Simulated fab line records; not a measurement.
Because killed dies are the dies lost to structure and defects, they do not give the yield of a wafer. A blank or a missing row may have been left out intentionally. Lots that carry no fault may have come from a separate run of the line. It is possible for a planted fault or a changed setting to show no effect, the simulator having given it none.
Matching of chambers	flow n5 finfet	rie diel-01 running N5_BEOL_M15_DESCUM_33: 4 sister chambers
The step chemistry O2, time 7.9 s. 4 wafers are shown with their chamber, then 7 later ones without.

## WAFERS, EACH WITH ITS CHAMBER
wafer	chamber	drypump motor current A (A)
L086.1	3	6.2
L087.1	1	5.9
L091.4	2	5.6
L091.5	0	5.1

## WAFERS WHOSE CHAMBER IS MISSING
wafer	drypump motor current A (A)
L091.6	6.2
L095.1	5.6
L095.3	5.9
L095.6	5.9
L097.1	5.9
L097.2	5.7
L097.6	6.2

## EACH ONE'S CHAMBER
wafer	from the rows above	in truth
L091.6	3	3
L095.1	2	2
L095.3	1	1
L095.6	1	1
L097.1	1	1
L097.2	2	2
L097.6	3	3
Correct placement for 7 of the 7. From these rows, 0 cannot be placed. 0 placed wrongly.
How it was worked out, from the rows above alone: a wafer's distance from a chamber is the root of the sum, over the readings, of the square of ((its reading less the chamber's mean) divided by the reading's scatter). The wafer belongs to the nearest chamber; if the next one is less than 2 further off, it can't be placed. Each chamber's mean is taken over the wafers shown for it. The scatter: with one shown wafer a chamber, the root of the mean of the squares of how far each hidden wafer lies from its nearest shown one.
